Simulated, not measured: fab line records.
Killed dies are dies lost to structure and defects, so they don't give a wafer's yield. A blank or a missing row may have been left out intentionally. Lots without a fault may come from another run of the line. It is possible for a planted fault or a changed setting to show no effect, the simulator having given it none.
Which tool was responsible?    flow nandHarc    Sampling: 23 lots, 69 wafers, 6 of 1159 route steps

WHAT THE GAUGES READ, wafer by wafer
NHARC_P_M1_CD_MEAS_09: target cd 130 nm.
lot   measured      on        cdNm (nm)
L074  day 5 23:18   cdSem-02  129.3 129.1 129.9
L077  day 6 16:18   cdSem-03  130.2 129.8 130.2
L076  day 6 20:48   cdSem-01  129.6 129.7 129.5
L075  day 6 21:52   cdSem-03  130.2 130.0 130.3
L078  day 7 00:01   cdSem-03  130.2 130.1 130.4
L079  day 7 06:07   cdSem-02  129.5 130.0 130.4
L080  day 7 06:52   cdSem-03  130.3 130.4 130.0
L082  day 7 17:38   cdSem-03  130.6 131.5 130.9
L081  day 7 19:04   cdSem-02  130.1 130.4 130.2
L084  day 8 05:19   cdSem-02  129.8 129.4 129.2
L083  day 8 07:58   cdSem-03  130.1 129.5 129.9
L086  day 9 09:41   cdSem-03  130.3 130.2 130.9
L087  day 9 10:01   cdSem-01  130.0 130.3 129.4
L089  day 9 16:32   cdSem-02  130.9 130.3 130.7
L088  day 9 17:09   cdSem-01  129.7 129.9 130.2
L090  day 9 23:58   cdSem-02  130.0 129.9 130.6
L092  day 10 06:48  cdSem-01  129.6 129.9 130.0
L091  day 10 07:16  cdSem-01  130.2 130.1 129.3
L093  day 10 21:32  cdSem-03  130.1 130.2 130.1
L094  day 10 22:07  cdSem-02  130.2 130.4 130.5
L095  day 11 05:13  cdSem-01  129.7 130.1 129.6
L096  day 11 15:13  cdSem-01  130.6 131.0 130.4
L097  day 11 15:52  cdSem-01  129.1 128.8 129.3

NHARC_P_M1_THK_MEAS_24: measures by xrf.
lot   measured      on            thkNm (nm)
L074  day 6 01:58   filmMetro-01  158.1 158.0 159.1
L077  day 6 18:55   filmMetro-02  158.9 159.4 159.0
L076  day 6 23:29   filmMetro-01  156.1 160.1 157.4
L075  day 7 00:32   filmMetro-01  156.8 158.5 159.3
L078  day 7 02:38   filmMetro-01  159.3 157.4 159.6
L079  day 7 08:48   filmMetro-01  158.9 161.1 160.2
L080  day 7 09:31   filmMetro-01  156.6 159.8 158.1
L082  day 7 20:16   filmMetro-01  159.7 155.7 159.0
L081  day 7 21:40   filmMetro-01  157.4 158.9 156.5
L084  day 8 07:56   filmMetro-02  156.9 156.4 161.1
L083  day 8 10:35   filmMetro-02  159.2 158.8 158.5
L086  day 9 12:19   filmMetro-02  160.2 159.6 157.8
L087  day 9 12:38   filmMetro-02  158.4 157.7 158.4
L089  day 9 19:10   filmMetro-02  157.6 158.5 157.1
L088  day 9 19:47   filmMetro-01  158.3 157.4 158.7
L090  day 10 02:37  filmMetro-02  159.8 158.7 159.1
L092  day 10 09:26  filmMetro-02  158.7 157.9 159.7
L091  day 10 10:10  filmMetro-01  157.3 159.4 160.0
L093  day 11 00:11  filmMetro-02  156.3 153.8 158.6
L094  day 11 00:54  filmMetro-02  157.7 156.9 158.8
L095  day 11 08:12  filmMetro-02  159.2 159.1 158.4
L096  day 11 17:49  filmMetro-01  158.4 159.0 156.6
L097  day 11 18:31  filmMetro-02  161.0 159.2 161.0

TOOL THAT RAN EACH LOT (tool first, then ch and the chambers of the sampled wafers, then the start)
lot   NHARC_P_GATE_HM_OPEN_105                      NHARC_P_CONTACT_DESCUM_17          NHARC_P_M1_STRIP_18                NHARC_P_M1_CMP_23
L074  rieDiel-07 ch 0,1, day 5 15:15 or earlier     rieDiel-06 ch 0,1,2, day 5 15:15   rieDiel-11 ch 0,2,3, day 5 23:56   cmp-01 ch 1,3, day 6 01:40
L077  rieDiel-04 ch 0,1,2, day 6 07:07 or earlier   rieDiel-09 ch 0,3, day 6 07:07     rieDiel-11 ch 0,2,3, day 6 16:55   cmp-01 ch 2,3, day 6 18:37
L076  rieDiel-07 ch 2,3, day 6 07:23 or earlier     rieDiel-06 ch 0,2,3, day 6 07:23   rieDiel-02 ch 0,1,2, day 6 21:26   cmp-03 ch 1,2,3, day 6 23:14
L075  rieDiel-08 ch 2,3, day 6 12:49 or earlier     rieDiel-09 ch 0,3, day 6 12:49     rieDiel-11 ch 0,1, day 6 22:28     cmp-03 ch 0,1,2, day 7 00:16
L078  rieDiel-04 ch 1,2, day 6 13:27 or earlier     rieDiel-09 ch 0,1, day 6 13:27     rieDiel-02 ch 0,1,2, day 7 00:35   cmp-01 ch 0,1,2, day 7 02:19
L079  rieDiel-08 ch 1,3, day 6 22:04 or earlier     rieDiel-09 ch 2,3, day 6 22:04     rieDiel-03 ch 1,3, day 7 06:44     cmp-01 ch 0,2,3, day 7 08:32
L080  rieDiel-08 ch 1,2,3, day 6 22:35 or earlier   rieDiel-06 ch 0,1,3, day 6 22:35   rieDiel-03 ch 1,2,3, day 7 07:26   cmp-03 ch 1,2,3, day 7 09:11
L082  rieDiel-07 ch 1,3, day 7 08:28 or earlier     rieDiel-06 ch 2,3, day 7 08:28     rieDiel-03 ch 0,1, day 7 18:14     cmp-01 ch 1,2, day 7 19:58
L081  rieDiel-04 ch 0,1,3, day 7 09:08 or earlier   rieDiel-06 ch 0,2,3, day 7 09:08   rieDiel-03 ch 0,1, day 7 19:38     cmp-02 ch 0,3, day 7 21:22
L084  rieDiel-04 ch 1,2, day 7 18:29 or earlier     rieDiel-09 ch 1,2, day 7 18:29     rieDiel-03 ch 0,1, day 8 05:53     cmp-01 ch 1,3, day 8 07:37
L083  rieDiel-07 ch 1,3, day 7 19:21 or earlier     rieDiel-09 ch 1,2, day 7 19:21     rieDiel-02 ch 0,2,3, day 8 08:32   cmp-01 ch 1,2,3, day 8 10:18
L086  rieDiel-07 ch 0,1,3, day 8 22:52 or earlier   rieDiel-06 ch 0,1,2, day 8 22:52   rieDiel-02 ch 1,2,3, day 9 10:16   cmp-03 ch 0,2,3, day 9 12:00
L087  rieDiel-07 ch 0,1,2, day 9 00:14 or earlier   rieDiel-06 ch 0,2, day 9 00:14     rieDiel-11 ch 0,1,3, day 9 10:35   cmp-01 ch 0,2, day 9 12:20
L089  rieDiel-08 ch 1,3, day 9 06:47 or earlier     rieDiel-06 ch 1,3, day 9 06:47     rieDiel-02 ch 0,1, day 9 17:07     cmp-03 ch 0,1,3, day 9 18:54
L088  rieDiel-07 ch 1,2, day 9 07:05 or earlier     rieDiel-09 ch 0,1,2, day 9 07:05   rieDiel-02 ch 1,2,3, day 9 17:43   cmp-01 ch 0,1,2, day 9 19:28
L090  rieDiel-08 ch 0,1,3, day 9 13:13 or earlier   rieDiel-06 ch 1,3, day 9 13:13     rieDiel-11 ch 0,1, day 10 00:32    cmp-03 ch 0,2, day 10 02:18
L092  rieDiel-04 ch 0,1, day 9 19:44 or earlier     rieDiel-01 ch 1,3, day 9 19:44     rieDiel-02 ch 0,1,3, day 10 07:25  cmp-01 ch 0,2, day 10 09:07
L091  rieDiel-07 ch 0,2, day 9 20:16 or earlier     rieDiel-06 ch 0,1, day 9 20:16     rieDiel-11 ch 0,1, day 10 08:10    cmp-01 ch 0,2, day 10 09:53
L093  rieDiel-07 ch 1,2,3, day 10 13:30 or earlier  rieDiel-06 ch 1,2,3, day 10 13:30  rieDiel-02 ch 0,1,3, day 10 22:10  cmp-01 ch 0,1,3, day 10 23:54
L094  rieDiel-07 ch 1,2,3, day 10 13:55 or earlier  rieDiel-09 ch 0,1, day 10 13:55    rieDiel-11 ch 0,1,2, day 10 22:50  cmp-01 ch 0,1,3, day 11 00:38
L095  rieDiel-07 ch 0,2,3, day 10 21:14 or earlier  rieDiel-09 ch 2,3, day 10 21:14    rieDiel-11 ch 0,1, day 11 05:47    cmp-01 ch 0,3, day 11 07:55
L096  rieDiel-07 ch 0,1,2, day 11 05:35 or earlier  rieDiel-01 ch 0,1, day 11 05:35    rieDiel-03 ch 0,2,3, day 11 15:50  cmp-02 ch 2,3, day 11 17:29
L097  rieDiel-04 ch 0,1,3, day 11 06:47 or earlier  rieDiel-09 ch 0,1,3, day 11 06:47  rieDiel-02 ch 0,2, day 11 16:28    cmp-01 ch 0,2, day 11 18:12
- NHARC_P_GATE_HM_OPEN_105: chemistry O2/COS, target depth 360 nm.
- NHARC_P_CONTACT_DESCUM_17: chemistry O2, time 3 s.
- NHARC_P_M1_STRIP_18: strips in N2/H2.
- NHARC_P_M1_CMP_23: polishes, t overpolish 20 s, target thk 157.82 nm.

AS READ BY THE TOOLS THEMSELVES (means over the sampled wafers that have a number; for cases with no such wafer, the mark the record gives instead)
NHARC_P_GATE_HM_OPEN_105.
lot   tool        chamberPressureMTorr (mTorr)  drypumpMotorCurrentA (A)  oesProductAu (a.u.)  rfVppV (V)  showerheadPlenumPTorr (Torr)  throttleValvePct (%)
L074  rieDiel-07  19.999                        5.2                       1.000                470.4       3.25                          28.336
L077  rieDiel-04  19.998                        5.5                       0.994                467.9       3.16                          28.330
L076  rieDiel-07  19.979                        5.0                       1.004                468.0       3.16                          28.331
L075  rieDiel-08  19.996                        5.4                       1.004                463.1       2.93                          28.326
L078  rieDiel-04  19.984                        5.3                       0.990                467.3       3.13                          28.328
L079  rieDiel-08  19.995                        5.8                       0.999                464.6       2.99                          28.323
L080  rieDiel-08  19.980                        5.7                       1.003                463.6       2.96                          28.329
L082  rieDiel-07  20.010                        5.0                       0.997                467.4       3.12                          28.333
L081  rieDiel-04  20.003                        5.9                       0.995                467.9       3.12                          28.332
L084  rieDiel-04  19.977                        5.1                       1.001                467.3       3.12                          28.334
L083  rieDiel-07  19.990                        5.0                       1.004                468.9       3.20                          28.344
L086  rieDiel-07  19.995                        5.1                       0.998                467.8       3.18                          28.326
L087  rieDiel-07  20.000                        5.1                       0.995                469.8       3.24                          28.317
L089  rieDiel-08  19.986                        6.1                       1.008                463.9       3.01                          28.341
L088  rieDiel-07  20.005                        5.0                       1.004                470.2       3.24                          28.336
L090  rieDiel-08  20.015                        5.9                       1.003                463.1       2.97                          28.329
L092  rieDiel-04  20.002                        5.3                       0.999                468.0       3.14                          28.334
L091  rieDiel-07  20.013                        5.1                       0.996                469.7       3.22                          28.332
L093  rieDiel-07  19.981                        5.0                       1.003                468.0       3.17                          28.335
L094  rieDiel-07  19.995                        5.0                       1.001                468.2       3.17                          28.333
L095  rieDiel-07  20.007                        5.1                       0.989                468.1       3.16                          28.330
L096  rieDiel-07  19.996                        5.1                       0.995                469.8       3.23                          28.323
L097  rieDiel-04  20.004                        5.9                       1.001                466.8       3.10                          28.330

NHARC_P_CONTACT_DESCUM_17.
lot   tool        chamberPressureMTorr (mTorr)  drypumpMotorCurrentA (A)  oesProductAu (a.u.)  rfVppV (V)  showerheadPlenumPTorr (Torr)  throttleValvePct (%)
L074  rieDiel-06  60.04                         5.6                       0.991                57.6        1.90                          11.316
L077  rieDiel-09  60.00                         5.2                       0.998                58.0        2.00                          11.315
L076  rieDiel-06  59.99                         5.6                       1.007                57.5        1.88                          11.307
L075  rieDiel-09  60.00                         5.2                       1.001                59.0        2.00                          11.303
L078  rieDiel-09  60.02                         5.1                       1.001                58.2        1.98                          11.312
L079  rieDiel-09  60.02                         6.1                       0.999                57.7        1.87                          11.310
L080  rieDiel-06  60.02                         5.9                       1.005                56.7        1.88                          11.311
L082  rieDiel-06  60.02                         5.3                       1.000                58.4        1.90                          11.301
L081  rieDiel-06  60.01                         5.6                       0.997                57.9        1.88                          11.311
L084  rieDiel-09  60.03                         5.6                       1.005                57.3        1.91                          11.319
L083  rieDiel-09  60.00                         5.6                       1.006                58.2        1.91                          11.316
L086  rieDiel-06  60.05                         5.6                       0.997                58.1        1.90                          11.314
L087  rieDiel-06  60.03                         5.6                       1.006                57.3        1.89                          11.308
L089  rieDiel-06  60.00                         6.0                       1.015                56.9        1.87                          11.312
L088  rieDiel-09  59.96                         5.6                       0.997                58.6        1.94                          11.303
L090  rieDiel-06  59.99                         6.0                       1.000                57.1        1.90                          11.301
L092  rieDiel-01  60.01                         5.3                       1.000                58.2        1.94                          11.318
L091  rieDiel-06  60.02                         5.9                       0.995                57.3        1.90                          11.316
L093  rieDiel-06  60.03                         5.7                       0.992                57.4        1.90                          11.312
L094  rieDiel-09  60.01                         5.1                       0.998                58.6        2.00                          11.313
L095  rieDiel-09  60.05                         5.8                       0.996                56.9        1.90                          11.324
L096  rieDiel-01  60.01                         5.7                       0.989                57.9        1.94                          11.309
L097  rieDiel-09  59.98                         5.2                       1.005                58.1        1.96                          11.320

NHARC_P_M1_STRIP_18.
lot   tool        chamberPressureMTorr (mTorr)  drypumpMotorCurrentA (A)  h2FlowSccm (sccm)  oesProductAu (a.u.)  rfVppV (V)  showerheadPlenumPTorr (Torr)  throttleValvePct (%)
L074  rieDiel-11  30.018                        6.00                      150.3              0.999                90.7        2.10                          14.163
L077  rieDiel-11  30.012                        6.01                      150.2              1.004                91.8        2.10                          14.165
L076  rieDiel-02  30.000                        5.79                      150.3              1.003                90.5        2.08                          14.169
L075  rieDiel-11  30.002                        6.15                      150.0              1.006                90.2        2.00                          14.172
L078  rieDiel-02  30.007                        5.79                      150.0              0.999                89.7        2.08                          14.158
L079  rieDiel-03  30.040                        6.07                      149.9              1.007                92.0        2.16                          14.170
L080  rieDiel-03  30.004                        6.09                      150.4              1.001                91.5        2.13                          14.177
L082  rieDiel-03  30.007                        5.84                      150.3              0.999                91.8        2.05                          14.165
L081  rieDiel-03  29.980                        6.00                      150.0              1.005                91.3        2.07                          14.170
L084  rieDiel-03  29.998                        5.86                      150.0              1.000                91.2        2.05                          14.164
L083  rieDiel-02  29.969                        5.95                      150.1              0.991                90.5        2.03                          14.180
L086  rieDiel-02  29.972                        6.09                      149.6              1.002                90.8        2.06                          14.171
L087  rieDiel-11  30.015                        6.12                      149.8              0.995                90.1        2.03                          14.172
L089  rieDiel-02  29.976                        5.86                      149.9              0.986                90.8        2.05                          14.175
L088  rieDiel-02  30.000                        6.09                      149.8              0.987                90.4        2.06                          14.166
L090  rieDiel-11  30.006                        6.19                      149.6              0.994                90.0        1.97                          14.159
L092  rieDiel-02  30.004                        6.17                      150.0              0.992                90.7        2.03                          14.172
L091  rieDiel-11  30.014                        6.15                      150.4              0.984                90.8        2.00                          14.172
L093  rieDiel-02  29.990                        6.17                      150.1              0.995                90.3        2.03                          14.169
L094  rieDiel-11  29.995                        6.06                      149.8              0.992                90.0        2.04                          14.185
L095  rieDiel-11  29.991                        6.15                      150.0              0.993                90.6        2.00                          14.172
L096  rieDiel-03  30.011                        5.91                      150.0              0.989                90.5        2.11                          14.174
L097  rieDiel-02  29.981                        5.60                      150.2              1.004                90.1        2.09                          14.171

NHARC_P_M1_CMP_23.
lot   tool    motorCurrentA (A)  retainingRingPressureFrac  timeToEndpointS (s)
L074  cmp-01  11.3               0.999                      29.9
L077  cmp-01  12.6               0.998                      30.4
L076  cmp-03  12.9               1.003                      27.0
L075  cmp-03  11.3               1.001                      28.0
L078  cmp-01  13.4               1.001                      29.2
L079  cmp-01  13.1               1.000                      29.9
L080  cmp-03  12.4               1.000                      28.8
L082  cmp-01  12.6               0.998                      30.4
L081  cmp-02  12.8               0.994                      32.1
L084  cmp-01  11.5               1.001                      31.4
L083  cmp-01  11.8               1.001                      30.9
L086  cmp-03  12.6               0.997                      27.7
L087  cmp-01  13.8               1.000                      29.2
L089  cmp-03  11.6               1.001                      30.1
L088  cmp-01  13.5               1.005                      30.8
L090  cmp-03  12.0               1.002                      32.4
L092  cmp-01  13.6               1.000                      28.8
L091  cmp-01  13.5               1.006                      29.5
L093  cmp-01  12.7               1.006                      29.8
L094  cmp-01  12.8               1.002                      28.0
L095  cmp-01  13.8               1.001                      30.9
L096  cmp-02  12.1               0.999                      29.8
L097  cmp-01  14.1               0.999                      30.8

THE ANSWER, worked out from the rows above alone
Rule: the lots themselves supply what counts as usual. The widest of any qualifying gaps counts: lots, ordered by their means at a reading, are off when they make up no more than a third of the lots, leave a main group of 4 or more, and stand apart from it by 3 or more times the standard deviation of that group's means. The tables above print the reading to a certain number of digits; a main group whose means all agree to those digits is not used. Also off: a lot with no number at a reading for which 4 or more lots have one. Where the step has rows for the other lots, those lots are counted as sound. The gauges are gone through in route order, then the tools' own readings, and for those a lot's mean is taken as printed above. The first step at which some lot is off is used, and at that step the reading that is off furthest; a lot without a number counts as furthest.
No lot is off at any reading shown: from this, nothing can be told.

WHAT THE SIMULATOR HAD INSERTED
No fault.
